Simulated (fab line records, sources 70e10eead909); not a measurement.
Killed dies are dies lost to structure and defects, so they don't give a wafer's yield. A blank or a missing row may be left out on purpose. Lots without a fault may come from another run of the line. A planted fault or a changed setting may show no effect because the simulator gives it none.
fab line records | flow nand_harc
record lots=24 wafers=72 last_day=24
route steps=1159 shown P_CONTACT@242 P_M0@270 P_M1@311 P_M2@331 P_BONDPAD@365
lots that met no fault: from a run of the same line without faults
start_h: hours from the record's first day to the start of the lot's first wafer shown | wait_h: hours since the lot's step before | " the same as in the row above | L1.1+2: a row that stands for several wafers | - no value, or no start given | * or withheld: withheld | < > ~ a bound
route shown NAME@n: a module of which the file shows steps, and the number in the route of the first | usual: mean/standard deviation of fault-free wafers | same: alike in all rows | chamber/n: place in a boat | sites: the reading at each site | _std_site: their standard deviation | _edge_site: outer sites' mean less inner sites' | radius_mm: how far each site lies from the wafer's centre | mask NAME#n: copy n | behind: the tool/chamber that last shaped the wafer | hold: why the lot was held/for how many hours/how that ended | device: the transistor (n, p or np) that didn't switch | end of line: the same wafers' tests at the end of the route | a step without rows: its recipe alone | killed: dies lost to structure and defects at the first sort, not the wafer's yield | map: a wafer's dies, x killed, . not, _ none there
set.NAME: the setting as run; set.NAME@STEP: as run at that earlier step | model.NAME: the simulator's own value behind a step, which no gauge read
steps of the route over a sample of lots; a table a step, a row a wafer
services: from which hour (start_h, from the record's first day; less than 0 if before it) a tool's chamber was out of use, for how many hours, and why
## steps
# step NHARC_P_CONTACT_STRIP_28
# recipe o2_flow_sccm=500 ar_flow_sccm=0 bias_w=0 chemistry=O2
# usual drypump_motor_current_A=5.5/0.38 oes_product_au=0.999/0.0073 rf_vpp_V=57.8/0.9 showerhead_plenum_p_Torr=3.53/0.11 throttle_valve_pct=17.036/0.0084
# columns lot.wafer tool chamber start_h wait_h drypump_motor_current_A oes_product_au rf_hours_counter_h rf_vpp_V showerhead_plenum_p_Torr throttle_valve_pct
L075.3 rie_diel-13 2 112.23 0.1 5.3 1.009 1 57.7 3.38 17.035
L075.1 " 3 " " 6.0 1.014 1 57.8 3.62 17.040
L075.4 " 0 " " 5.5 0.996 0 57.7 3.61 17.042
L074.3 rie_diel-09 3 114.05 0.1 5.5 1.007 9 57.8 3.30 17.029
L074.1 " 0 " " 5.1 1.006 11 57.4 3.56 17.041
L074.2 " 1 " " 4.9 1.001 11 57.8 3.52 17.033
L077.2 rie_diel-13 1 124.33 0.1 5.8 0.999 2 56.7 3.60 17.037
L077.6 " 0 " " 5.5 0.987 - 58.6 3.61 17.048
L077.5 " 2 " " 5.3 1.007 - 59.1 3.38 17.025
L076.3 rie_diel-09 1 124.62 0.1 4.9 1.003 13 57.9 3.52 17.048
L076.6 " 0 " " 5.1 1.006 - 58.4 3.56 17.043
L076.5 " 1 " " 4.8 1.009 - 57.1 3.52 17.040
L078.1 rie_diel-13 2 134.86 0.1 5.3 1.006 3 57.8 3.38 17.046
L078.4 " 1 " " 5.8 1.006 - 57.9 3.59 17.030
L078.5 " 2 " " 5.3 1.013 - 57.3 3.38 17.054
L079.2 rie_diel-04 1 136.83 0.1 5.0 0.988 2 56.8 3.57 17.035
L079.3 " 2 " " 6.0 0.984 2 59.5 3.65 17.042
L079.4 " 2 " " 6.1 0.997 - 58.4 3.65 17.037
L080.4 rie_diel-13 0 152.70 0.1 5.5 1.002 4 58.7 3.61 17.040
L080.2 " 1 " " 5.9 1.007 5 57.3 3.59 17.028
L080.3 " 3 " " 6.0 1.010 3 57.9 3.62 17.031
L081.2 rie_diel-13 3 153.84 0.1 6.0 1.003 3 57.4 3.62 17.031
L081.4 " 0 " " 5.5 0.987 4 57.3 3.61 17.034
L081.1 " 2 " " 5.3 0.999 5 57.5 3.38 17.046
L082.3 rie_diel-13 1 160.78 0.1 5.8 0.995 6 58.5 3.59 17.044
L082.2 " 2 " " 5.3 0.996 5 58.0 3.38 17.026
L082.4 " 0 " " 5.4 0.995 5 58.8 3.61 17.038
L083.1 rie_diel-04 2 166.82 0.1 6.1 1.001 5 58.8 3.65 17.038
L083.2 " 3 " " 6.0 1.021 5 56.0 3.30 17.054
L083.4 " 0 " " 5.3 1.001 3 57.3 3.54 17.040
L084.2 rie_diel-04 0 175.21 0.1 5.3 0.995 5 57.4 3.54 17.018
L084.5 " 0 " " 5.3 1.000 - 57.6 3.54 17.032
L084.4 " 2 " " 6.1 1.001 - 59.3 3.65 17.029
L086.4 rie_diel-04 1 187.76 0.1 5.0 0.992 8 59.0 3.56 17.028
L086.3 " 2 " " 6.1 1.007 9 57.7 3.65 17.022
L086.6 " 0 " " 5.3 1.010 - 56.7 3.54 17.030
L085.3 rie_diel-04 1 188.69 0.1 5.0 0.997 8 58.5 3.56 17.043
L085.1 " 2 " " 6.0 1.001 9 59.3 3.65 17.044
L085.6 " 0 " " 5.3 1.004 - 58.6 3.54 17.038
L088.4 rie_diel-13 1 190.04 0.1 5.9 0.993 9 58.6 3.59 17.045
L088.2 " 2 " " 5.3 0.994 9 56.9 3.38 17.041
L088.5 " 2 " " 5.3 1.000 - 55.6 3.38 17.034
L087.1 rie_diel-13 1 194.17 0.1 5.8 0.982 9 57.6 3.59 17.032
L087.4 " 3 " " 6.0 1.005 7 58.8 3.61 17.036
L087.2 " 0 " " 5.5 1.005 9 55.6 3.61 17.045
L089.4 rie_diel-13 0 201.14 0.1 5.5 1.006 9 59.2 3.61 17.030
L089.3 " 1 " " 5.8 0.997 10 58.3 3.59 17.037
L089.2 " 2 " " 5.3 1.003 10 54.7 3.38 17.042
L090.3 rie_diel-13 2 202.61 0.1 5.3 0.995 10 58.5 3.38 17.040
L090.5 " 0 " " 5.5 0.999 - 57.9 3.60 17.042
L090.6 " 1 " " 5.9 0.998 - 57.8 3.59 17.034
L092.2 rie_diel-13 0 214.93 0.1 5.5 0.993 10 57.8 3.60 17.035
L092.1 " 1 " " 5.8 0.996 11 58.2 3.59 17.033
L092.6 " 2 " " 5.3 0.985 - 56.9 3.37 17.034
L091.3 rie_diel-13 2 215.45 0.1 5.3 0.999 11 57.7 3.38 17.031
L091.4 " 1 " " 5.8 1.007 11 57.9 3.59 17.032
L091.5 " 3 " " 6.0 0.996 - 58.6 3.61 17.032
L093.4 rie_diel-13 0 219.70 0.1 5.5 0.990 11 58.4 3.60 17.036
L093.3 " 1 " " 5.8 0.991 12 57.3 3.59 17.029
L093.5 " 0 " " 5.5 0.990 - 58.4 3.60 17.031
L094.3 rie_diel-09 2 230.18 0.1 4.9 1.008 52 58.6 3.51 17.032
L094.4 " 3 " " 5.5 0.992 49 57.7 3.28 17.038
L094.6 " 1 " " 4.9 0.995 - 56.6 3.50 17.040
L095.1 rie_diel-09 3 234.89 0.1 5.5 0.991 51 57.3 3.28 17.048
L095.4 " 2 " " 4.9 1.008 54 57.2 3.51 17.026
L095.6 " 0 " " 5.1 0.998 - 57.2 3.54 17.042
L097.1 rie_diel-09 3 243.06 0.1 5.6 0.986 54 56.5 3.28 17.025
L097.4 " 0 " " 5.1 0.993 59 57.6 3.53 17.036
L097.3 " 1 " " 4.9 0.993 60 57.5 3.49 17.036
L096.4 rie_diel-13 3 243.40 0.1 6.0 0.996 12 58.5 3.61 17.033
L096.3 " 1 " " 5.8 0.988 14 59.3 3.59 17.054
L096.1 " 2 " " 5.3 1.009 14 56.9 3.37 17.045
# step NHARC_P_M0_STRIP_18
# recipe power_w=1000 n2_flow_sccm=150 h2_flow_sccm=150 ar_flow_sccm=0 bias_w=0 chemistry=N2/H2
# usual drypump_motor_current_A=5.7/0.49 oes_product_au=0.999/0.0081 rf_vpp_V=90.8/0.98 showerhead_plenum_p_Torr=2.04/0.089 throttle_valve_pct=14.172/0.0089
# columns lot.wafer tool chamber start_h wait_h drypump_motor_current_A oes_product_au rf_hours_counter_h rf_vpp_V showerhead_plenum_p_Torr throttle_valve_pct
L075.4 rie_diel-07 1 116.31 0.1 4.7 0.984 3 91.3 1.90 14.166
L075.1 " 2 " " 6.4 0.978 3 92.6 2.16 14.171
L075.3 " 3 " " 5.6 1.004 4 91.8 2.18 14.185
L074.3 rie_diel-07 2 122.07 0.1 6.4 0.984 4 91.8 2.17 14.171
L074.2 " 3 " " 5.6 1.006 4 91.0 2.18 14.176
L074.1 " 0 " " 5.4 0.997 4 89.6 2.04 14.159
L077.2 rie_diel-02 3 133.31 0.1 5.9 1.007 10 91.0 2.17 14.186
L077.5 " 1 " " 6.4 0.981 - 90.3 2.06 14.169
L077.6 " 2 " " 5.8 0.996 - 91.3 2.09 14.167
L076.3 rie_diel-12 3 133.79 0.1 6.0 1.009 7 90.0 2.06 14.168
L076.5 " 3 " " 5.9 1.011 - 90.7 2.06 14.191
L076.6 " 1 " " 5.2 1.001 - 90.7 2.07 14.179
L078.1 rie_diel-02 2 138.53 0.1 5.9 1.003 9 91.1 2.09 14.174
L078.4 " 3 " " 6.0 0.994 11 90.5 2.17 14.179
L078.5 " 2 " " 5.9 0.990 - 90.8 2.09 14.183
L079.4 rie_diel-07 2 140.45 0.1 6.4 0.983 5 92.9 2.16 14.170
L079.3 " 3 " " 5.7 0.992 5 90.5 2.18 14.164
L079.2 " 0 " " 5.4 0.990 5 91.9 2.04 14.173
L080.4 rie_diel-07 1 159.60 0.1 4.7 0.988 6 90.5 1.90 14.162
L080.2 " 3 " " 5.7 0.986 6 90.3 2.18 14.163
L080.3 " 0 " " 5.4 1.001 6 90.7 2.04 14.173
L081.4 rie_diel-02 0 160.13 0.1 5.4 1.001 0 90.5 1.97 14.148
L081.1 " 1 " " 6.4 0.988 0 91.1 2.06 14.177
L081.2 " 3 " " 5.9 1.001 0 92.6 2.17 14.175
L082.3 rie_diel-02 0 164.39 0.1 5.5 1.005 0 90.2 1.97 14.188
L082.2 " 2 " " 5.8 1.019 0 90.6 2.09 14.163
L082.4 " 0 " " 5.4 0.995 - 91.2 1.97 14.180
L083.1 rie_diel-12 2 173.40 0.1 5.4 1.000 10 89.4 1.90 14.182
L083.4 " 3 " " 5.9 1.001 10 89.8 2.06 14.167
L083.2 " 0 " " 6.5 1.001 10 92.0 1.97 14.177
L084.2 rie_diel-02 1 178.88 0.1 6.4 0.998 1 90.5 2.06 14.180
L084.4 " 3 " " 5.9 1.002 1 91.7 2.17 14.160
L084.5 " 0 " " 5.4 1.006 - 88.6 1.97 14.172
L086.4 rie_diel-12 2 195.79 0.1 5.4 0.997 12 91.1 1.90 14.159
L086.3 " 3 " " 6.0 1.000 12 91.1 2.06 14.174
L086.6 " 1 " " 5.2 0.995 - 90.6 2.07 14.177
L085.1 rie_diel-02 1 196.20 0.1 6.4 0.997 3 92.2 2.06 14.181
L085.3 " 2 " " 5.8 1.001 3 92.4 2.08 14.156
L085.6 " 0 " " 5.5 1.003 - 91.6 1.97 14.169
L088.4 rie_diel-02 3 196.80 0.1 5.9 1.006 3 90.8 2.17 14.168
L088.2 " 1 " " 6.4 0.995 3 90.3 2.06 14.165
L088.5 " 0 " " 5.4 0.994 - 90.7 1.97 14.178
L087.1 rie_diel-12 1 197.91 0.1 5.2 0.992 12 92.2 2.07 14.173
L087.2 " 3 " " 5.9 0.998 12 90.0 2.06 14.158
L087.4 " 0 " " 6.5 0.985 12 90.1 1.97 14.187
L089.2 rie_diel-02 1 204.79 0.1 6.4 0.998 3 89.8 2.06 14.165
L089.4 " 2 " " 5.8 1.011 3 91.6 2.08 14.163
L089.3 " 0 " " 5.5 1.005 3 90.2 1.97 14.165
L090.3 rie_diel-02 2 206.23 0.1 5.9 1.016 4 90.9 2.08 14.156
L090.5 " 1 " " 6.4 0.998 - 91.7 2.06 14.169
L090.6 " 2 " " 5.8 1.002 - 92.4 2.08 14.168
L092.2 rie_diel-02 3 226.19 0.1 5.9 0.999 5 92.1 2.17 14.171
L092.1 " 0 " " 5.4 1.009 5 90.8 1.97 14.176
L092.6 " 1 " " 6.4 1.008 - 90.2 2.06 14.173
L091.3 rie_diel-02 1 226.57 0.1 6.4 0.999 5 89.6 2.06 14.184
L091.4 " 3 " " 5.9 1.000 5 92.3 2.17 14.177
L091.5 " 1 " " 6.4 1.003 - 90.9 2.06 14.174
L093.4 rie_diel-12 1 228.25 0.1 5.2 1.016 2 90.7 2.07 14.166
L093.3 " 2 " " 5.4 1.006 0 89.3 1.90 14.163
L093.5 " 2 " " 5.4 1.000 - 90.5 1.90 14.157
L094.3 rie_diel-12 1 236.20 0.1 5.2 0.998 2 90.3 2.07 14.185
L094.4 " 0 " " 6.5 0.998 2 89.7 1.97 14.172
L094.6 " 1 " " 5.2 1.002 - 91.1 2.07 14.196
L095.4 rie_diel-12 1 243.10 0.1 5.2 1.005 2 89.9 2.07 14.163
L095.1 " 0 " " 6.5 1.003 2 91.4 1.97 14.178
L095.6 " 2 " " 5.4 1.003 - 90.6 1.90 14.188
L097.3 rie_diel-12 1 246.67 0.1 5.2 0.999 2 91.1 2.07 14.174
L097.4 " 2 " " 5.4 1.000 1 89.2 1.90 14.172
L097.1 " 3 " " 6.0 0.990 2 91.0 2.06 14.179
L096.4 rie_diel-07 1 247.06 0.1 4.7 0.993 1 88.4 1.89 14.180
L096.1 " 2 " " 6.4 1.000 1 90.8 2.16 14.161
L096.3 " 3 " " 5.6 1.008 1 93.2 2.18 14.178
# step NHARC_P_M0_PRE_CLEAN_29
# recipe time_s=30 temp_c=280 gas=H2/He
# usual heater_power_w=401/23
# columns lot.wafer tool chamber start_h wait_h heater_power_w
L075.1 pvd_sputter-01 - - - 379
L075.4 " - " " 359
L075.3 " - " " 431
L074.3 pvd_sputter-01 - - - 386
L074.2 " - " " 355
L074.1 " - " " 433
L077.2 pvd_sputter-01 - - - 400
L077.6 " - " " 365
L077.5 " - " " 448
L076.3 pvd_sputter-03 - - - 417
L076.6 " - " " 410
L076.5 " - " " 403
L078.1 pvd_sputter-02 - - - 391
L078.4 " - " " 361
L078.5 " - " " 390
L079.4 pvd_sputter-01 - - - 361
L079.3 " - " " 394
L079.2 " - " " 365
L080.2 pvd_sputter-03 - - - 405
L080.3 " - " " 411
L080.4 " - " " 403
L081.2 pvd_sputter-03 - - - 418
L081.4 " - " " 395
L081.1 " - " " 438
L082.4 pvd_sputter-03 - - - 415
L082.3 " - " " 397
L082.2 " - " " 415
L083.4 pvd_sputter-03 - - - 426
L083.1 " - " " 406
L083.2 " - " " 427
L084.4 pvd_sputter-03 - - - 421
L084.2 " - " " 404
L084.5 " - " " 417
L086.4 pvd_sputter-01 - - - 364
L086.3 " - " " 404
L086.6 " - " " 368
L085.3 pvd_sputter-02 - - - 380
L085.1 " - " " 377
L085.6 " - " " 375
L088.2 pvd_sputter-03 - - - 418
L088.4 " - " " 413
L088.5 " - " " 403
L087.1 pvd_sputter-01 - - - 373
L087.2 " - " " 447
L087.4 " - " " 397
L089.2 pvd_sputter-03 - - - 424
L089.3 " - " " 425
L089.4 " - " " 416
L090.3 pvd_sputter-02 - - - 376
L090.5 " - " " 370
L090.6 " - " " 390
L092.2 pvd_sputter-01 - - - 442
L092.1 " - " " 378
L092.6 " - " " 445
L091.3 pvd_sputter-03 - - - 398
L091.4 " - " " 421
L091.5 " - " " 426
L093.4 pvd_sputter-03 - - - 409
L093.3 " - " " 409
L093.5 " - " " 410
L094.4 pvd_sputter-03 - - - 415
L094.3 " - " " 428
L094.6 " - " " 426
L095.1 pvd_sputter-01 - - - 361
L095.4 " - " " 373
L095.6 " - " " 405
L097.4 pvd_sputter-02 - - - 406
L097.3 " - " " 408
L097.1 " - " " 368
L096.3 pvd_sputter-03 - - - 424
L096.4 " - " " 423
L096.1 " - " " 412
# step NHARC_P_M1_CMP_23
# recipe t_overpolish_s=20 target_thk_nm=157.82
# usual motor_current_A=12.6/1.2 slurry_filter_dp_kPa=13.50/0.12 time_to_endpoint_s=29.1/2.3
# columns lot.wafer tool chamber start_h wait_h motor_current_A slurry_filter_dp_kPa time_to_endpoint_s
L075.1 cmp-04 1 122.51 - 12.9 13.59 35.3
L075.4 " 2 " " 13.5 13.50 29.9
L075.3 " 0 " " 11.4 13.40 32.5
L074.3 cmp-04 3 128.04 - 13.3 13.63 31.0
L074.1 " 0 " " 11.2 13.56 29.8
L074.2 " 1 " " 13.4 13.70 34.3
L077.2 cmp-04 1 139.16 - 12.7 13.59 31.1
L077.5 " 3 " " 12.9 13.47 27.7
L077.6 " 0 " " 11.8 13.47 29.6
L076.3 cmp-04 1 139.68 - 13.6 13.60 31.0
L076.5 " 3 " " 12.7 13.51 27.5
L076.6 " 0 " " 11.7 13.62 27.6
L078.4 cmp-04 2 144.36 - 14.3 13.44 25.7
L078.1 " 3 " " 13.6 13.47 25.5
L078.5 " 1 " " 13.0 13.54 31.3
L079.4 cmp-04 2 146.11 - 12.7 13.34 26.7
L079.2 " 0 " " 11.3 13.47 25.7
L079.3 " 1 " " 13.3 13.60 27.4
L080.4 cmp-02 3 165.78 - 13.2 13.47 29.3
L080.2 " 0 " " 13.1 13.41 29.0
L080.3 " 2 " " 13.0 13.91 30.2
L081.4 cmp-04 0 166.18 - 11.6 13.49 26.2
L081.1 " 1 " " 13.2 13.45 29.2
L081.2 " 2 " " 13.4 13.65 26.9
L082.2 cmp-02 0 170.92 - 12.6 13.32 28.0
L082.4 " 1 " " 10.2 13.32 26.4
L082.3 " 3 " " 12.9 13.56 28.3
L083.4 cmp-02 2 179.18 - 13.0 13.41 29.7
L083.2 " 3 " " 12.8 13.60 31.4
L083.1 " 0 " " 12.8 13.52 30.6
L084.2 cmp-03 0 184.66 - 13.2 13.36 25.5
L084.4 " 1 " " 14.0 13.63 33.3
L084.5 " 3 " " 11.5 13.37 29.1
L086.4 cmp-04 2 201.75 - 13.1 13.54 29.8
L086.3 " 3 " " 13.4 13.79 29.4
L086.6 " 3 " " 13.9 13.42 30.0
L085.1 cmp-02 3 201.99 - 12.7 13.62 27.6
L085.3 " 0 " " 12.7 13.45 25.7
L085.6 " 1 " " 10.0 13.48 26.8
L088.2 cmp-02 0 202.66 - 12.9 13.62 26.6
L088.4 " 3 " " 14.0 13.45 27.3
L088.5 " 1 " " 10.4 13.44 25.6
L087.4 cmp-03 2 203.89 - 13.1 13.55 29.0
L087.1 " 3 " " 11.0 13.51 31.3
L087.2 " 0 " " 12.8 13.32 26.4
L089.4 cmp-03 1 210.54 - 13.9 13.37 29.7
L089.3 " 2 " " 13.5 13.45 29.3
L089.2 " 3 " " 11.0 13.34 29.1
L090.3 cmp-02 0 212.01 - 12.5 13.57 31.1
L090.5 " 0 " " 12.1 13.40 28.4
L090.6 " 1 " " 10.6 13.57 28.0
L092.1 cmp-02 3 232.00 - 13.2 13.42 31.0
L092.2 " 0 " " 13.0 13.31 29.0
L092.6 " 2 " " 13.5 13.41 29.1
L091.4 cmp-02 3 232.36 - 13.2 13.60 30.2
L091.3 " 1 " " 9.9 13.58 29.0
L091.5 " 2 " " 14.1 13.50 25.5
L093.3 cmp-03 2 234.07 - 12.7 13.45 30.5
L093.4 " 0 " " 13.0 13.44 29.8
L093.5 " 3 " " 10.9 13.26 29.3
L094.4 cmp-04 3 242.02 - 13.6 13.30 30.4
L094.3 " 0 " " 11.4 13.57 30.2
L094.6 " 0 " " 11.5 13.39 30.6
L095.1 cmp-02 2 248.99 - 13.6 13.56 32.9
L095.4 " 3 " " 13.2 13.59 34.1
L095.6 " 1 " " 10.2 13.67 30.9
L097.4 cmp-03 1 253.10 - 14.3 13.51 30.7
L097.1 " 2 " " 13.0 13.38 29.6
L097.3 " 3 " " 10.9 13.40 28.7
L096.1 cmp-04 0 253.89 - 11.9 13.36 30.5
L096.4 " 2 " " 13.3 13.63 27.6
L096.3 " 3 " " 13.2 13.33 27.7
# step NHARC_P_M2_DESCUM_14
# recipe time_s=3 o2_flow_sccm=200 ar_flow_sccm=0 bias_power_w=0 chemistry=O2
# usual drypump_motor_current_A=5.9/0.38 oes_product_au=0.999/0.0068 rf_vpp_V=57.8/0.83 showerhead_plenum_p_Torr=1.94/0.063 throttle_valve_pct=11.311/0.0092
# columns lot.wafer tool chamber start_h wait_h drypump_motor_current_A oes_product_au rf_hours_counter_h rf_vpp_V showerhead_plenum_p_Torr throttle_valve_pct
L075.3 rie_diel-10 1 124.56 0.1 6.2 0.997 4 57.6 1.96 11.315
L075.1 " 2 " " 6.5 1.013 4 57.1 1.88 11.329
L075.4 " 0 " " 5.6 0.997 4 58.2 1.93 11.333
L074.3 rie_diel-10 3 130.10 0.1 5.9 0.993 5 59.1 1.92 11.306
L074.1 " 0 " " 5.6 0.997 4 58.1 1.93 11.297
L074.2 " 2 " " 6.5 1.002 4 57.4 1.88 11.320
L077.2 rie_diel-10 1 141.04 0.1 6.2 1.010 4 57.5 1.96 11.316
L077.6 " 0 " " 5.6 1.014 - 58.6 1.93 11.304
L077.5 " 1 " " 6.2 1.001 - 59.0 1.96 11.317
L076.3 rie_diel-10 0 141.65 0.1 5.6 0.997 5 55.8 1.93 11.310
L076.5 " 2 " " 6.5 0.998 - 57.8 1.88 11.300
L076.6 " 3 " " 5.9 0.991 - 57.5 1.92 11.304
L078.4 rie_diel-08 2 146.35 0.1 5.3 1.002 6 59.1 2.07 11.318
L078.1 " 3 " " 5.5 0.990 6 57.4 1.86 11.325
L078.5 " 3 " " 5.5 1.004 - 58.0 1.86 11.295
L079.2 rie_diel-10 0 148.16 0.1 5.6 0.997 5 57.1 1.93 11.308
L079.4 " 1 " " 6.2 0.994 5 58.6 1.96 11.310
L079.3 " 2 " " 6.5 0.989 5 56.8 1.88 11.320
L080.3 rie_diel-10 1 168.16 0.1 6.2 0.994 5 59.6 1.96 11.315
L080.2 " 2 " " 6.5 0.991 5 59.0 1.88 11.305
L080.4 " 3 " " 5.9 0.980 6 57.6 1.91 11.302
L081.1 rie_diel-08 0 168.51 0.1 6.2 0.993 12 58.4 2.00 11.311
L081.4 " 2 " " 5.3 0.997 14 57.5 2.07 11.292
L081.2 " 3 " " 5.5 0.992 13 58.6 1.86 11.293
L082.3 rie_diel-10 2 172.86 0.1 6.5 1.009 6 57.3 1.88 11.306
L082.2 " 3 " " 5.9 1.002 6 58.2 1.92 11.326
L082.4 " 0 " " 5.6 1.000 6 55.8 1.93 11.320
L083.2 rie_diel-05 2 181.30 0.1 6.2 0.996 2 57.8 1.98 11.310
L083.1 " 1 " " 5.3 0.990 2 57.4 2.03 11.316
L083.4 " 3 " " 5.9 1.002 - 59.3 2.03 11.315
L084.2 rie_diel-05 1 186.70 0.1 5.3 1.008 3 57.9 2.03 11.296
L084.4 " 3 " " 5.9 1.002 - 57.8 2.03 11.306
L084.5 " 1 " " 5.3 0.992 - 58.8 2.03 11.304
L086.3 rie_diel-05 2 203.73 0.1 6.2 1.000 6 57.6 1.98 11.315
L086.4 " 1 " " 5.3 0.990 - 57.7 2.03 11.314
L086.6 " 2 " " 6.2 1.002 - 57.4 1.98 11.306
L085.3 rie_diel-10 2 204.19 0.1 6.5 1.000 0 58.3 1.88 11.305
L085.1 " 1 " " 6.2 1.001 1 56.1 1.96 11.317
L085.6 " 3 " " 5.9 0.997 - 58.0 1.92 11.318
L088.2 rie_diel-08 2 204.65 0.1 5.4 0.990 28 58.6 2.07 11.303
L088.4 " 1 " " 5.6 1.004 29 57.2 1.80 11.327
L088.5 " 2 " " 5.3 0.999 - 58.9 2.07 11.304
L087.2 rie_diel-10 3 206.29 0.1 5.9 0.997 1 57.9 1.91 11.323
L087.1 " 0 " " 5.6 1.003 1 56.5 1.93 11.307
L087.4 " 2 " " 6.5 1.000 1 57.6 1.88 11.302
L089.2 rie_diel-08 3 212.59 0.1 5.5 0.999 30 57.2 1.85 11.304
L089.3 " 0 " " 6.2 1.026 31 59.5 2.00 11.335
L089.4 " 1 " " 5.6 1.002 32 57.5 1.80 11.310
L090.3 rie_diel-10 1 214.09 0.1 6.2 0.990 1 58.4 1.96 11.310
L090.6 " 3 " " 5.9 0.999 - 57.6 1.91 11.312
L090.5 " 1 " " 6.2 0.997 - 58.2 1.96 11.314
L092.1 rie_diel-10 3 233.91 0.1 5.9 0.999 2 57.2 1.91 11.311
L092.2 " 1 " " 6.2 0.991 2 57.4 1.96 11.313
L092.6 " 0 " " 5.6 0.998 - 57.9 1.93 11.303
L091.3 rie_diel-08 1 234.38 0.2 5.6 0.997 38 57.3 1.80 11.318
L091.4 " 2 " " 5.3 1.003 37 58.3 2.06 11.321
L091.5 " 3 " " 5.5 0.996 - 56.7 1.85 11.315
L093.4 rie_diel-10 3 236.01 0.1 5.9 1.002 2 57.5 1.91 11.318
L093.3 " 0 " " 5.6 1.004 2 56.3 1.93 11.311
L093.5 " 3 " " 5.9 1.011 - 56.5 1.91 11.324
L094.4 rie_diel-10 2 244.34 0.1 6.5 0.997 1 59.2 1.88 11.301
L094.3 " 0 " " 5.6 0.997 2 57.7 1.93 11.305
L094.6 " 3 " " 5.9 0.996 - 57.1 1.91 11.315
L095.4 rie_diel-10 1 251.14 0.1 6.2 0.995 2 56.5 1.96 11.305
L095.1 " 3 " " 5.9 0.989 2 57.9 1.91 11.301
L095.6 " 1 " " 6.2 1.000 - 58.4 1.96 11.316
L097.3 rie_diel-10 1 255.02 0.1 6.2 0.995 2 59.1 1.96 11.308
L097.1 " 3 " " 5.9 0.993 3 56.8 1.91 11.325
L097.4 " 0 " " 5.6 0.991 3 58.4 1.93 11.301
L096.1 rie_diel-10 0 255.93 0.1 5.6 1.001 3 59.4 1.93 11.312
L096.3 " 2 " " 6.5 0.997 2 57.6 1.88 11.322
L096.4 " 3 " " 5.9 1.001 3 57.7 1.91 11.317
# step NHARC_P_BONDPAD_OVL_MEAS_38
# usual overlay_x_nm=-1/5.8 overlay_y_nm=-1/6.4
# columns lot.wafer tool chamber start_h wait_h overlay_x_nm overlay_y_nm
L075.1 overlay-01 - 129.01 - 0 -11
L075.3 " - " " 0 -11
L075.4 " - " " 0 -10
L074.1 overlay-01 - 135.12 - -1 0
L074.2 " - " " 0 0
L074.3 " - " " -1 1
L077.2 overlay-02 - 145.50 - 7 7
L077.5 " - " " 7 7
L077.6 " - " " 7 7
L076.3 overlay-02 - 146.22 - 6 -5
L076.5 " - " " 6 -5
L076.6 " - " " 6 -4
L078.1 overlay-02 - 151.15 - -2 -2
L078.4 " - " " -3 -1
L078.5 " - " " -2 -2
L079.2 overlay-01 - 152.60 - -8 -4
L079.3 " - " " -8 -4
L079.4 " - " " -8 -4
L080.2 overlay-02 - 173.02 - -2 -1
L080.3 " - " " -2 -1
L080.4 " - " " -2 -1
L081.1 overlay-01 - 173.06 - -7 -10
L081.2 " - " " -7 -10
L081.4 " - " " -7 -11
L082.2 overlay-02 - 177.43 - 5 2
L082.3 " - " " 6 3
L082.4 " - " " 5 3
L083.1 overlay-02 - 185.73 - 3 3
L083.2 " - " " 3 3
L083.4 " - " " 3 3
L084.2 overlay-01 - 191.20 - -5 11
L084.4 " - " " -6 11
L084.5 " - " " -6 11
L086.3 overlay-02 - 208.50 - 7 3
L086.4 " - " " 6 4
L086.6 " - " " 8 3
L085.1 overlay-01 - 208.66 - -11 -3
L085.3 " - " " -11 -2
L085.6 " - " " -11 -2
L088.2 overlay-02 - 209.23 - -7 -3
L088.4 " - " " -8 -3
L088.5 " - " " -7 -4
L087.1 overlay-02 - 210.61 - -1 -9
L087.2 " - " " 0 -9
L087.4 " - " " 0 -9
L089.2 overlay-01 - 217.15 - -4 -3
L089.3 " - " " -4 -3
L089.4 " - " " -4 -3
L090.3 overlay-01 - 218.60 - 0 0
L090.5 " - " " 0 1
L090.6 " - " " 0 0
L092.1 overlay-02 - 238.88 - -13 -11
L092.2 " - " " -12 -10
L092.6 " - " " -12 -10
L091.3 overlay-02 - 240.01 - 6 -2
L091.4 " - " " 6 -1
L091.5 " - " " 6 -1
L093.3 overlay-02 - 240.77 - 5 12
L093.4 " - " " 6 13
L093.5 " - " " 6 12
L094.3 overlay-02 - 248.96 - 4 5
L094.4 " - " " 4 5
L094.6 " - " " 4 5
L095.1 overlay-02 - 255.93 - 4 8
L095.4 " - " " 4 8
L095.6 " - " " 4 7
L097.1 overlay-01 - 259.35 - -4 -7
L097.3 " - " " -4 -8
L097.4 " - " " -4 -8
L096.1 overlay-02 - 260.54 - -5 -5
L096.3 " - " " -5 -4
L096.4 " - " " -5 -5
## services
# columns tool chamber start_h hours kind
rie_diel-13 - 99.00 9.0 pm
pvd_sputter-03 - 102.00 10.0 pm
cmp-04 - 103.42 1.3 repair
cmp-02 - 104.31 0.7 repair
cmp-04 - 105.00 4.0 pm
rie_diel-13 - 113.22 1.3 repair
rie_diel-13 3 120.60 16.8 repair
cmp-02 - 129.49 4.0 pm
rie_diel-10 3 156.42 5.4 repair
rie_diel-02 3 161.05 3.9 repair
pvd_sputter-03 - 162.06 2.9 repair
rie_diel-10 - 176.50 9.0 pm
cmp-04 - 185.44 2.5 repair
cmp-04 - 195.22 0.2 repair
rie_diel-10 2 197.85 5.3 repair
rie_diel-02 0 200.15 1.5 repair
cmp-04 - 203.00 4.0 pm
rie_diel-10 2 209.00 8.1 repair
pvd_sputter-03 - 221.09 3.8 repair
cmp-02 - 227.49 4.0 pm
rie_diel-02 3 236.04 15.7 repair
cmp-02 - 242.45 0.9 repair
cmp-02 - 243.63 4.6 repair
cmp-04 - 247.65 0.5 repair
## key
fault none
